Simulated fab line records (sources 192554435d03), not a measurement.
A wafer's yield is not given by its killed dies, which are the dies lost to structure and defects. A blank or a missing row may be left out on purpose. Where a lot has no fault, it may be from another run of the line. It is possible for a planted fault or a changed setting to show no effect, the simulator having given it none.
A struck lot beside a sound one ; flow n5-finfet ; 36 steps out of a route of 1938
Sound: these wafers, L870.3, L870.4, L870.6. Struck: wafer L883.5; the same lot's L883.3 was not struck, so it is left out; see the end for the cause.
Each step with rows lists, per side, the tool, then ch with its chambers, then its first start. Under that, the readings that differ: sound wafers ; struck wafers ; difference of the means ; sigmas: that difference in standard deviations of wafers without a fault.
alike: same words and numbers on both sides, and readings whose means sit less than 2 such deviations apart. not compared: any withheld reading, any reading some wafer has no value for, any bound like >300 that may hide the same value, and any number with overlapping values for which the record gives no deviation.
The two part at a step that has a row with sigmas, a row that says differs or no value, or rows on one side only. Numbers that have no deviation but don't overlap get no sigmas and don't part them. A reading missing from all wafers of one side parts the sides only when that side holds two or more wafers.

first, 10 steps without rows for these wafers: N5_STI_FIN_REVEAL_PRECLEAN_18 (cleans in SC2, time 45 s); N5_STI_FIN_REVEAL_SRD_28 (time 30 s); N5_DUMMY_GATE_PRECLEAN_00 (cleans in O3/DIW, time 60 s); N5_DUMMY_GATE_SRD_01 (time 30 s); N5_DUMMY_GATE_ALD_02 (deposits SiO2, target thk 2 nm, pulse time 1 s); N5_DUMMY_GATE_CVD_03 (deposits a-Si from SiH4, target thk 150 nm, time 8042 s); N5_DUMMY_GATE_PRECLEAN_46 (cleans in DIW, time 89.5 s); N5_DUMMY_GATE_SRD_47 (dry time 32 s); N5_DUMMY_GATE_CMP_04 (polishes a-Si); N5_DUMMY_GATE_HM_DEP_06 (deposits SiNx from DCS/NH3, target thk 80 nm, time 5141 s).
N5_DUMMY_GATE_PECVD_30: deposits SiO2 from TEOS/O2, target thk 55 nm, time 10.8 s.
  sound on pecvd-04 ch 0,1,2, day 3 16:04; struck on pecvd-04 ch 0, day 6 22:42
reading;sound;struck;difference;sigmas
model.SiO2_of_DUMMY_GATE_PECVD_30.thk-nm (nm);53 55.2 56.4;78.2;+23.3;
  not compared: since-wet-clean-h
then, 22 steps without rows for these wafers: N5_DUMMY_GATE_COAT_34 (time 60 s, resist thk 60 nm); N5_DUMMY_GATE_COAT_35 (time 60 s, resist thk 10 nm); N5_DUMMY_GATE_COAT_28 (time 60 s, resist thk 10 nm); N5_DUMMY_GATE_COAT_09 (resist thk 30 nm); N5_DUMMY_GATE_EBR_11; N5_DUMMY_GATE_SOFTBAKE_10 (time 60 s); N5_DUMMY_GATE_EXPOSE_12 (exposes mask GATE, target cd 25 nm); N5_DUMMY_GATE_PEB_13 (peb time 60 s); N5_DUMMY_GATE_DEVELOP_14 (develop time 30 s); N5_DUMMY_GATE_DESCUM_20 (chemistry O2, time 6.2 s); N5_DUMMY_GATE_ETCH_29 (etches underlayer in N2/H2, target depth 13 nm); N5_DUMMY_GATE_ETCH_36 (etches SiARC in CF4, target depth 13 nm); N5_DUMMY_GATE_ETCH_37 (etches SOC in N2/H2, target depth 60 nm, overetch 30 nm); N5_DUMMY_GATE_STRIP_38 (strips in N2/H2); N5_DUMMY_GATE_STRIP_39 (strips in N2/H2); N5_DUMMY_GATE_TRIM_49 (chemistry O2, time 29 s, target cd 14 nm); N5_DUMMY_GATE_STRIP_40 (strips in CF4); N5_DUMMY_GATE_ETCH_31 (etches SiO2 in C4F6/O2, target depth 82.5 nm, time 27.5 s); N5_DUMMY_GATE_STRIP_41 (strips in O2); N5_DUMMY_GATE_HM_OPEN_21 (chemistry CH3F/O2, target SiNx, target depth 120 nm, time 171.4 s); N5_DUMMY_GATE_ETCH_32 (etches SiO2 in CF4, target depth 3.5 nm, time 3.9 s); N5_DUMMY_GATE_ETCH_23 (etches poly-Si in HBr/Cl2/O2, target depth 41 nm, time 22.3 s).
N5_DUMMY_GATE_ETCH_44: etches poly-Si in HBr/O2, stops on SiO2, target depth 127.5 nm.
  sound on rie-si-03 ch 1,3, day 3 17:31; struck on rie-si-03 ch 3, day 7 00:10
reading;sound;struck;difference;sigmas
model.SiO2_of_DUMMY_GATE_PECVD_30.thk-nm (nm);36.4 38.2 39;61;+23;
  alike: drypump-motor-current-A, oes-product-au, throttle-valve-pct
  not compared: rf-hours-counter-h
-- the record jumps here: 5 days lie between the struck wafers' starts before and after (it left off in module DUMMY_GATE and takes up again in module BEOL_M4, whose first step shown is number 1111 of the route) --
N5_BEOL_M4_RC_MEAS_101:
  sound on prober-01 ch 0, day 8 17:34; struck on prober-01 ch 0, day 12 09:51
  alike: DIBL_N, DIBL_P, IOFF_N, IOFF_P, ION_N, ION_P, SS_N, SS_P, VT_N, VT_P
-- a jump in the record: the struck wafers' starts before and after are 4 days apart (it breaks off in module BEOL_M4 and resumes in module PASSIVATION, where the first step shown is number 1936 of the route) --
N5_PASSIVATION_PROBE_49:
  sound on prober-01, day 13 04:19; struck on prober-01, day 16 19:34
reading;sound;struck;difference;sigmas
killed_at_M4_up;17 28 27;7;-17;-3
killed-at-contacts;5 20 7;25;+14;+2
killed-short;54 40 39;27;-17;-2
sort_bin_6_memory (%);3.6 4.4 4.1;2.5;-1.5;-2
  alike: defect-limited-yield, killed_at_M0_to_M3, killed-at-front-end, killed-at-other, killed-dies, killed-open, sort_bin_5_function, sort_bin_8_speed, sort-n-pass, sort-yield-pct

== WHERE THEY PART ==
Only at N5_PASSIVATION_PROBE_49, as far as this record shows.

WHY: what had been put in by the simulator
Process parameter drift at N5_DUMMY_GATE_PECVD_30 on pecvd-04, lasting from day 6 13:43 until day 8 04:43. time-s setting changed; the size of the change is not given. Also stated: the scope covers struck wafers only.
